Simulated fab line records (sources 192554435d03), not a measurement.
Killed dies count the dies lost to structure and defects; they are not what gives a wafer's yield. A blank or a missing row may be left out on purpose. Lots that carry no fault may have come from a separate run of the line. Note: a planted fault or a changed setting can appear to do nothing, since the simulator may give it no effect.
fab line records    flow n5Finfet    part 1 of 2: steps 1 to 14 of 28
record lots=5  wafers=15  lastDay=14
route steps=1938 shown FIN_SAQP@133 FIN_CUT@154
lots with no fault: from the same line, run without faults
startH: hours from the record's opening day to when the first of the lot's shown wafers began    waitH: time in hours since the lot's previous step    " the same as in the row above    L1.1+2: a single row standing in for several wafers    - either no value or no given start    * or withheld: withheld    < > ~ a bound
route shown NAME@n: names a module that has steps shown in the file, with the first one's number in the route    usual: mean and standard deviation over wafers with no fault    same: alike in all rows    chamber/n: place in a boat    sites: the reading at each site    _std_site: the standard deviation of these    _edge_site: the outer-site mean with the inner-site mean subtracted    radiusMm: for every site, how far away it sits from the centre of the wafer    mask NAME#n: copy n    behind: the tool/chamber that last shaped the wafer    hold: what put the lot on hold/how long, in hours/how the hold closed    device: whichever transistor did not switch (one of n, p or np)    end of line: the same wafers' tests at the end of the route    a step without rows: its recipe alone    killed: at the first sort, the dies lost to defects and structure; wafer yield is something else    map: dies across one wafer; x = killed, . = not, _ = none there
set.NAME: the setting that was run; set.NAME@STEP: the one run at that earlier step    model.NAME: the simulator's own value behind a step, which no gauge read
lots at some steps of the route; a table a step, a row a wafer
services: the hour from which a tool's chamber was out of use, counted from the record's first day as startH (under 0 if before that day), plus the number of hours and why
## steps
# step N5_FIN_SAQP_COAT_68
# recipe resist=SOC  tempC=250  timeS=60  spinRpm=1500  resistThkNm=100
# usual plateTempC=250.04/0.16
# same timeS=60
lot.wafer  tool           chamber  startH  waitH  plateTempC
L074.2     lithoTrack-02  0        25.10   0.3    249.87
L074.4     "              0        "       "      249.89
L074.5     "              0        "       "      250.19
L076.1     lithoTrack-05  0        37.97   0.3    249.96
L076.4     "              0        "       "      250.01
L076.5     "              0        "       "      250.06
L077.1     lithoTrack-04  0        45.85   0.3    250.18
L077.2     "              0        "       "      249.98
L077.5     "              0        "       "      250.00
L082.1     lithoTrack-04  0        73.25   0.3    250.02
L082.4     "              0        "       "      249.97
L082.5     "              0        "       "      250.28
L086.1     lithoTrack-05  0        96.18   0.3    250.21
L086.4     "              0        "       "      249.91
L086.6     "              0        "       "      249.97
# step N5_FIN_SAQP_ETCH_69
# recipe chemistry=N2/H2  target=SOC  targetDepthA=1500  stopOn=SiNx  ionEnergyEv=100  biasW=61  pressureMtorr=30  sourceW=850  n2FlowSccm=200  h2FlowSccm=200
# usual drypumpMotorCurrentA=5.6/0.48  oesProductAu=0.81/0.096  rfVppV=241.0/1.2  showerheadPlenumPTorr=2.56/0.06  throttleValvePct=17.73/0.28
lot.wafer  tool        chamber  startH  waitH  drypumpMotorCurrentA  oesProductAu  rfHoursCounterH  rfVppV  showerheadPlenumPTorr  throttleValvePct
L074.2     rieDiel-04  2        25.16   -      5.1                   0.66          258              240.5   2.59                   17.86
L074.4     "           1        "       "      5.5                   0.75          -                240.7   2.54                   17.93
L074.5     "           3        "       "      5.5                   0.85          -                241.6   2.58                   17.76
L076.1     rieDiel-06  1        38.04   -      5.3                   0.68          226              242.2   2.62                   18.11
L076.4     "           2        "       "      6.1                   0.66          249              239.8   2.50                   18.09
L076.5     "           0        "       "      5.8                   0.75          -                241.2   2.54                   17.75
L077.1     rieDiel-04  1        45.92   -      5.5                   0.75          155              241.1   2.54                   17.94
L077.2     "           3        "       "      5.5                   0.83          65               240.0   2.58                   17.76
L077.5     "           0        "       "      6.3                   0.92          -                241.1   2.60                   17.17
L082.1     rieDiel-04  3        73.31   -      5.5                   0.82          74               241.0   2.57                   17.79
L082.4     "           0        "       "      6.3                   0.89          18               240.0   2.60                   17.21
L082.5     "           3        "       "      5.5                   0.83          -                239.9   2.57                   17.77
L086.1     rieDiel-02  3        96.24   -      5.9                   0.94          12               244.2   2.71                   17.55
L086.4     "           0        "       "      5.0                   0.68          -                239.4   2.41                   18.03
L086.6     "           2        "       "      4.9                   0.82          -                241.9   2.58                   18.00
# step N5_FIN_SAQP_ETCH_67
# recipe chemistry=CH3F/O2  target=SiNx  targetDepthA=300  maskMaterial=SOC  pressureMtorr=30  sourceW=395  biasW=73  Ar_flow_sccm=150  CH3F_flow_sccm=30  O2_flow_sccm=20  ionEnergyEv=120
# usual drypumpMotorCurrentA=5.6/0.48  oes_f_703_au=0.83/0.095  oesProductAu=0.83/0.1  rfVppV=297/3.1  showerheadPlenumPTorr=2.02/0.048  throttleValvePct=16.26/0.25
lot.wafer  tool        chamber  startH  waitH  drypumpMotorCurrentA  oes_f_703_au  oesProductAu  rfHoursCounterH  rfVppV  showerheadPlenumPTorr  throttleValvePct
L074.2     rieDiel-04  2        25.22   0.0    5.2                   0.69          0.67          258              298     2.05                   16.48
L074.4     "           1        "       "      5.5                   0.76          0.77          -                295     1.99                   16.37
L074.5     "           3        "       "      5.5                   0.86          0.86          -                301     2.04                   16.27
L076.1     rieDiel-06  1        38.10   0.0    5.3                   0.68          0.69          226              297     2.06                   16.70
L076.4     "           2        "       "      6.1                   0.67          0.66          249              297     1.97                   16.66
L076.5     "           0        "       "      5.8                   0.76          0.74          -                295     2.00                   16.30
L077.1     rieDiel-04  1        45.98   0.0    5.5                   0.77          0.75          155              295     1.99                   16.39
L077.2     "           3        "       "      5.5                   0.84          0.84          65               300     2.04                   16.29
L077.5     "           0        "       "      6.2                   0.92          0.93          -                303     2.06                   15.81
L082.1     rieDiel-04  3        73.37   0.0    5.5                   0.83          0.84          74               300     2.03                   16.29
L082.4     "           0        "       "      6.3                   0.90          0.90          18               301     2.05                   15.83
L082.5     "           3        "       "      5.5                   0.83          0.83          -                298     2.03                   16.32
L086.1     rieDiel-02  3        96.30   0.0    5.9                   0.94          0.96          12               300     2.13                   16.01
L086.4     "           0        "       "      5.0                   0.68          0.68          -                292     1.90                   16.65
L086.6     "           2        "       "      4.9                   0.83          0.83          -                297     2.02                   16.42
# step N5_FIN_SAQP_STRIP_70
# recipe chemistry=N2/H2  powerW=500  tempC=40  pressureMtorr=50  rfFrequencyHz=6e+07  overashFraction=0.3  biasPowerW=28  h2Frac=0.5  n2FlowSccm=300  h2FlowSccm=300
# usual drypumpMotorCurrentA=5.6/0.48  oesProductAu=0.83/0.1  rfVppV=122.1/0.9  showerheadPlenumPTorr=3.38/0.076  throttleValvePct=18.9/0.35
lot.wafer  tool        chamber  startH  waitH  drypumpMotorCurrentA  oesProductAu  rfHoursCounterH  rfVppV  showerheadPlenumPTorr  throttleValvePct
L074.2     rieDiel-04  2        25.26   0.0    5.2                   0.67          258              123.2   3.43                   19.0
L074.4     "           1        "       "      5.5                   0.76          -                121.8   3.36                   19.2
L074.5     "           3        "       "      5.5                   0.85          -                123.7   3.41                   19.0
L076.1     rieDiel-06  1        38.14   0.0    5.3                   0.69          226              120.9   3.45                   19.1
L076.4     "           2        "       "      6.1                   0.67          249              123.0   3.31                   19.3
L076.5     "           0        "       "      5.8                   0.76          -                121.8   3.36                   18.9
L077.1     rieDiel-04  1        46.02   0.0    5.5                   0.76          155              122.6   3.36                   19.2
L077.2     "           3        "       "      5.5                   0.85          65               122.2   3.40                   19.0
L077.5     "           0        "       "      6.3                   0.93          -                123.0   3.43                   18.1
L082.1     rieDiel-04  3        73.41   0.0    5.5                   0.84          74               122.1   3.40                   19.0
L082.4     "           0        "       "      6.3                   0.90          18               123.3   3.43                   18.2
L082.5     "           3        "       "      5.5                   0.83          -                122.2   3.40                   19.0
L086.1     rieDiel-02  3        96.34   0.0    5.9                   0.95          12               122.7   3.58                   18.8
L086.4     "           0        "       "      5.0                   0.68          -                120.9   3.19                   19.1
L086.6     "           2        "       "      5.0                   0.83          -                123.3   3.40                   19.2
# step N5_FIN_SAQP_RECESS_71
# recipe chemistry=HF/NH3  target=SiO2  targetDepthA=30  afsCycles=1  tempC=30  sublimationTempC=180  sublimationTimeS=60
# usual drypumpMotorCurrentA=6.0/0.39
lot.wafer  tool          chamber  startH  waitH  drypumpMotorCurrentA
L074.2     vaporEtch-01  1        25.32   0.0    6.0
L074.4     "             0        "       "      6.4
L074.5     "             1        "       "      6.0
L076.1     vaporEtch-01  1        38.20   0.0    6.0
L076.4     "             0        "       "      6.4
L076.5     "             0        "       "      6.4
L077.1     vaporEtch-01  1        46.08   0.0    5.9
L077.2     "             0        "       "      6.4
L077.5     "             0        "       "      6.4
L082.1     vaporEtch-02  1        73.48   0.0    5.9
L082.4     "             0        "       "      5.2
L082.5     "             0        "       "      5.2
L086.1     vaporEtch-01  0        96.40   0.0    6.4
L086.4     "             0        "       "      6.5
L086.6     "             0        "       "      6.4
# step N5_FIN_SAQP_SPACER2_ALD_28
# recipe material=SiO2  targetThkA=81  tempC=300  aldPrecursorFamily=BDEAS  aldCoReactant=O2-plasma  pulseTimeS=1  purgeTimeS=2  coReactantPurgeTimeS=2  pressureTorr=2
# usual heaterPowerW=489/48  precursorPulseHeightRel=1.003/0.02
# same purgeTimeS=2
lot.wafer  tool       chamber  startH  waitH  heaterPowerW  precursorPulseHeightRel
L074.2     aldSin-02  2        25.47   0.1    476           0.969
L074.4     "          3        "       "      419           0.998
L074.5     "          1        "       "      480           0.993
L076.1     aldSin-04  3        38.34   0.1    481           0.997
L076.4     "          0        "       "      425           0.995
L076.5     "          0        "       "      419           0.996
L077.1     aldSin-04  3        46.22   0.1    494           0.992
L077.2     "          0        "       "      421           1.017
L077.5     "          0        "       "      414           1.014
L082.1     aldSin-03  3        73.62   0.1    578           0.980
L082.4     "          2        "       "      509           1.002
L082.5     "          1        "       "      481           0.991
L086.1     aldSin-02  3        96.84   0.4    413           1.020
L086.4     "          0        "       "      400           0.996
L086.6     "          2        "       "      468           1.012
# step N5_FIN_SAQP_SPACER2_ETCHBACK_29
# recipe chemistry=CHF3/O2  mode=anisotropicEtchback  target=SiO2  targetDepthA=122  timeS=6.1  pressureMtorr=30  sourceW=650  biasW=170  Ar_flow_sccm=200  CHF3_flow_sccm=50  O2_flow_sccm=5  ionEnergyEv=200
# usual drypumpMotorCurrentA=5.5/0.5  oes_f_703_au=0.80/0.091  oesProductAu=0.80/0.098  rfVppV=522/4.9  showerheadPlenumPTorr=2.42/0.062  throttleValvePct=18.89/0.22
# same timeS=6.1
lot.wafer  tool        chamber  startH  waitH  drypumpMotorCurrentA  oes_f_703_au  oesProductAu  rfHoursCounterH  rfVppV  showerheadPlenumPTorr  throttleValvePct
L074.2     rieDiel-06  3        25.82   0.2    5.0                   0.77          0.75          169              518     2.40                   18.95
L074.4     "           1        "       "      5.3                   0.69          0.69          221              525     2.48                   19.20
L074.5     "           3        "       "      5.0                   0.76          0.75          -                519     2.40                   18.98
L076.1     rieDiel-06  2        38.67   0.2    6.0                   0.67          0.66          249              523     2.38                   19.16
L076.4     "           3        "       "      5.0                   0.76          0.75          173              518     2.40                   18.97
L076.5     "           1        "       "      5.3                   0.69          0.68          -                524     2.48                   19.24
L077.1     rieDiel-04  3        46.55   0.2    5.5                   0.84          0.84          65               531     2.45                   18.86
L077.2     "           0        "       "      6.2                   0.92          0.93          8                533     2.47                   18.35
L077.5     "           0        "       "      6.3                   0.92          0.93          -                532     2.47                   18.35
L082.1     rieDiel-06  1        73.96   0.2    5.3                   0.68          0.68          239              524     2.47                   19.24
L082.4     "           2        "       "      6.1                   0.93          0.95          3                522     2.38                   18.76
L082.5     "           3        "       "      5.0                   0.75          0.74          -                518     2.39                   18.99
L086.1     rieDiel-02  2        97.28   0.3    4.9                   0.83          0.83          74               520     2.43                   18.97
L086.4     "           3        "       "      5.9                   0.95          0.96          -                530     2.56                   18.58
L086.6     "           2        "       "      4.9                   0.83          0.83          -                521     2.43                   18.97
# step N5_FIN_SAQP_MANDREL2_REMOVE_60
# recipe chemistry=HBr/Cl2/O2  btTimeS=10  target=a-Si  stopOn=SiNx  endpoint=OES-SiCl  overEtchFrac=1  icpW=600  biasW=22  HBr_flow_sccm=150  Cl2_flow_sccm=80  O2_flow_sccm=5  pressureMtorr=10
# usual drypumpMotorCurrentA=5.8/0.5  oesProductAu=1.009/0.019  throttleValvePct=36.64/0.24
lot.wafer  tool      chamber  startH  waitH  drypumpMotorCurrentA  oesProductAu  rfHoursCounterH  throttleValvePct
L074.2     rieSi-01  2        25.90   0.1    6.3                   0.980         11               36.77
L074.4     "         1        "       "      6.4                   1.006         131              36.99
L074.5     "         3        "       "      6.4                   1.022         -                36.76
L076.1     rieSi-03  0        38.75   0.1    5.8                   1.002         192              36.71
L076.4     "         1        "       "      5.9                   1.004         102              36.21
L076.5     "         2        "       "      5.8                   0.983         -                36.71
L077.1     rieSi-01  0        46.63   0.1    5.4                   0.991         96               36.20
L077.2     "         2        "       "      6.3                   0.982         12               36.78
L077.5     "         3        "       "      6.4                   1.023         -                36.77
L082.1     rieSi-01  1        74.04   0.1    6.4                   1.004         132              37.00
L082.4     "         0        "       "      5.4                   0.974         97               36.22
L082.5     "         3        "       "      6.4                   1.012         -                36.76
L086.1     rieSi-04  3        97.37   0.1    5.2                   1.027         26               36.87
L086.4     "         0        "       "      5.2                   1.030         37               36.60
L086.6     "         0        "       "      5.2                   1.032         -                36.61
# step N5_FIN_SAQP_CD_MEAS_31
# recipe targetCdNm=8  landingEnergyEv=1000  detector=seInlens  polarity=line
# usual cdNm=8.15/0.23
lot.wafer  tool      chamber  startH  waitH  cdNm
L074.2     cdSem-02  0        26.01   0.1    8.19
L074.4     "         0        "       "      8.32
L074.5     "         0        "       "      8.26
L076.1     cdSem-03  0        38.86   0.1    8.41
L076.4     "         0        "       "      7.65
L076.5     "         0        "       "      8.11
L077.1     cdSem-02  0        46.74   0.1    7.99
L077.2     "         0        "       "      8.20
L077.5     "         0        "       "      7.63
L082.1     cdSem-03  0        74.15   0.1    8.08
L082.4     "         0        "       "      8.07
L082.5     "         0        "       "      8.15
L086.1     cdSem-01  0        97.48   0.1    7.83
L086.4     "         0        "       "      8.26
L086.6     "         0        "       "      8.57
# step N5_FIN_SAQP_HM_OPEN_33
# recipe chemistry=CH3F/O2  target=SiNx  maskMaterial=SiO2  targetDepthA=494  timeS=70.6  pressureMtorr=30  sourceW=395  biasW=73  Ar_flow_sccm=150  CH3F_flow_sccm=30  O2_flow_sccm=20  ionEnergyEv=120  ends=cleared
# usual drypumpMotorCurrentA=5.6/0.52  etchRfOnTimeS=69.6/1.4  oes_f_703_au=0.79/0.088  oesProductAu=0.67/0.08  rfVppV=296.1/2.7  showerheadPlenumPTorr=2.00/0.045  throttleValvePct=16.35/0.21
lot.wafer  tool        chamber  startH  waitH  drypumpMotorCurrentA  etchRfOnTimeS  oes_f_703_au  oesProductAu  rfHoursCounterH  rfVppV  showerheadPlenumPTorr  throttleValvePct
L074.2     rieDiel-04  3        26.20   0.2    5.5                   68.8           0.85          0.73          57               300.4   2.04                   16.26
L074.4     "           1        "       "      5.5                   70.4           0.77          0.65          -                293.9   1.99                   16.34
L074.5     "           2        "       "      5.1                   70.7           0.68          0.57          -                298.0   2.05                   16.43
L076.1     rieDiel-04  0        38.91   0.0    6.2                   68.4           0.94          0.80          5                302.8   2.06                   15.80
L076.4     "           1        "       "      5.5                   69.7           0.76          0.64          -                294.3   1.99                   16.36
L076.5     "           3        "       "      5.5                   69.9           0.84          0.73          -                300.1   2.04                   16.27
L077.1     rieDiel-06  0        46.79   0.0    5.8                   68.3           0.75          0.64          157              295.4   2.00                   16.28
L077.2     "           1        "       "      5.3                   70.9           0.69          0.58          229              296.5   2.06                   16.69
L077.5     "           1        "       "      5.3                   72.0           0.68          0.59          -                297.3   2.06                   16.69
L082.1     rieDiel-04  3        74.20   0.0    5.5                   67.7           0.83          0.71          74               300.8   2.03                   16.29
L082.4     "           1        "       "      5.5                   69.3           0.75          0.64          165              294.0   1.99                   16.39
L082.5     "           2        "       "      5.1                   66.8           0.98          0.84          -                297.4   2.05                   16.01
L086.1     rieDiel-06  1        97.72   0.2    5.3                   70.3           0.67          0.57          247              297.7   2.05                   16.73
L086.4     "           3        "       "      5.0                   71.0           0.75          0.63          194              294.0   1.98                   16.46
L086.6     "           2        "       "      6.1                   69.1           0.90          0.78          -                296.4   1.97                   16.19
# step N5_FIN_SAQP_ETCH_34
# recipe chemistry=C4F6/O2  target=SiO2  targetDepthA=450  timeS=15  ionEnergyEv=250  pressureMtorr=30  sourceW=345  biasW=185  Ar_flow_sccm=300  C4F6_flow_sccm=10  O2_flow_sccm=10  ends=cleared
# usual drypumpMotorCurrentA=5.6/0.52  etchRfOnTimeS=15.02/0.23  oes_f_703_au=0.79/0.088  oesProductAu=0.67/0.081  rfVppV=663/5.7  showerheadPlenumPTorr=2.85/0.06  throttleValvePct=21.08/0.19
lot.wafer  tool        chamber  startH  waitH  drypumpMotorCurrentA  etchRfOnTimeS  oes_f_703_au  oesProductAu  rfHoursCounterH  rfVppV  showerheadPlenumPTorr  throttleValvePct
L074.2     rieDiel-04  3        26.27   0.0    5.5                   14.65          0.84          0.73          57               673     2.90                   21.04
L074.4     "           1        "       "      5.5                   14.83          0.77          0.65          -                661     2.84                   21.07
L074.5     "           2        "       "      5.2                   14.86          0.68          0.58          -                665     2.92                   21.13
L076.1     rieDiel-04  0        38.98   0.0    6.2                   14.77          0.93          0.81          5                674     2.93                   20.56
L076.4     "           1        "       "      5.5                   14.90          0.76          0.65          -                660     2.84                   21.07
L076.5     "           3        "       "      5.5                   14.84          0.85          0.72          -                675     2.89                   21.02
L077.1     rieDiel-06  0        46.86   0.0    5.8                   15.04          0.76          0.64          157              662     2.85                   20.98
L077.2     "           1        "       "      5.3                   15.22          0.68          0.59          229              665     2.92                   21.37
L077.5     "           1        "       "      5.3                   15.25          0.68          0.58          -                666     2.92                   21.37
L082.1     rieDiel-04  3        74.27   0.0    5.5                   14.85          0.83          0.71          75               673     2.89                   21.06
L082.4     "           1        "       "      5.5                   15.07          0.76          0.64          165              659     2.83                   21.09
L082.5     "           2        "       "      5.2                   14.48          0.98          0.83          -                664     2.92                   20.81
L086.1     rieDiel-06  1        97.79   0.0    5.3                   15.29          0.67          0.57          247              666     2.91                   21.41
L086.4     "           3        "       "      5.0                   15.16          0.75          0.63          194              659     2.83                   21.18
L086.6     "           2        "       "      6.0                   15.09          0.90          0.78          -                665     2.80                   20.97
# step N5_FIN_SAQP_STRIP_77
# recipe chemistry=N2/H2  timeS=90  powerW=100  tempC=40  pressureMtorr=100  rfFrequencyHz=6e+07  biasPowerW=3  n2FlowSccm=300  h2FlowSccm=300
# usual drypumpMotorCurrentA=5.6/0.52  oesProductAu=0.79/0.094  rfVppV=45.3/0.85  showerheadPlenumPTorr=3.38/0.072  throttleValvePct=12.25/0.26
# same timeS=90
lot.wafer  tool        chamber  startH  waitH  drypumpMotorCurrentA  oesProductAu  rfHoursCounterH  rfVppV  showerheadPlenumPTorr  throttleValvePct
L074.2     rieDiel-04  3        26.29   0.0    5.5                   0.86          57               45.1    3.42                   12.08
L074.4     "           1        "       "      5.5                   0.76          -                44.2    3.38                   12.31
L074.5     "           2        "       "      5.1                   0.66          -                44.9    3.44                   12.41
L076.1     rieDiel-04  0        39.01   0.0    6.3                   0.94          5                47.2    3.45                   11.55
L076.4     "           1        "       "      5.5                   0.76          -                45.3    3.38                   12.30
L076.5     "           3        "       "      5.5                   0.84          -                46.6    3.42                   12.11
L077.1     rieDiel-06  0        46.88   0.0    5.8                   0.74          157              45.9    3.37                   12.21
L077.2     "           1        "       "      5.3                   0.68          229              45.3    3.47                   12.55
L077.5     "           1        "       "      5.3                   0.68          -                47.0    3.47                   12.56
L082.1     rieDiel-04  3        74.29   0.0    5.5                   0.83          75               45.5    3.41                   12.13
L082.4     "           1        "       "      5.5                   0.74          165              44.0    3.37                   12.34
L082.5     "           2        "       "      5.2                   0.96          -                45.1    3.44                   11.77
L086.1     rieDiel-06  1        97.82   0.0    5.3                   0.67          247              45.3    3.46                   12.59
L086.4     "           3        "       "      5.0                   0.73          194              44.5    3.37                   12.46
L086.6     "           2        "       "      6.1                   0.91          -                45.4    3.32                   11.99
# step N5_FIN_SAQP_HM_CD_35
# recipe targetCdNm=8  polarity=line
# usual cdNm=8.12/0.23
lot.wafer  tool      chamber  startH  waitH  cdNm
L074.2     cdSem-02  -        26.42   0.1    8.20
L074.4     "         -        "       "      7.87
L074.5     "         -        "       "      8.45
L076.1     cdSem-03  -        39.13   0.1    8.04
L076.4     "         -        "       "      7.64
L076.5     "         -        "       "      7.91
L077.1     cdSem-02  -        47.01   0.1    7.90
L077.2     "         -        "       "      7.99
L077.5     "         -        "       "      7.79
L082.1     cdSem-03  -        74.42   0.1    8.21
L082.4     "         -        "       "      8.38
L082.5     "         -        "       "      7.93
L086.1     cdSem-02  -        97.94   0.1    8.05
L086.4     "         -        "       "      8.20
L086.6     "         -        "       "      8.59
# step N5_FIN_SAQP_ETCH_64
# recipe chemistry=CF4  target=SiO2  targetDepthA=15  ionEnergyEv=350  pressureMtorr=10  icpW=800  biasW=400  cf4FlowSccm=80
# usual drypumpMotorCurrentA=5.7/0.48  oesProductAu=1.010/0.019  throttleValvePct=21.69/0.17
lot.wafer  tool      chamber  startH  waitH  drypumpMotorCurrentA  oesProductAu  rfHoursCounterH  throttleValvePct
L074.2     rieSi-04  0        26.46   0.0    5.2                   1.041         36               21.68
L074.4     "         2        "       "      5.6                   1.020         140              21.67
L074.5     "         2        "       "      5.6                   1.014         -                21.68
L076.1     rieSi-04  2        39.18   0.0    5.6                   1.028         140              21.67
L076.4     "         3        "       "      5.2                   1.018         26               21.90
L076.5     "         0        "       "      5.2                   1.027         -                21.71
L077.1     rieSi-03  1        47.06   0.0    5.9                   0.998         102              21.47
L077.2     "         2        "       "      5.7                   0.988         26               21.73
L077.5     "         1        "       "      5.9                   0.994         -                21.48
L082.1     rieSi-03  1        74.47   0.0    5.9                   0.983         103              21.46
L082.4     "         3        "       "      4.8                   1.013         104              21.70
L082.5     "         2        "       "      5.8                   0.987         -                21.74
L086.1     rieSi-03  2        97.99   0.0    5.8                   0.992         27               21.72
L086.4     "         1        "       "      5.9                   1.002         103              21.48
L086.6     "         3        "       "      4.8                   1.034         -                21.70
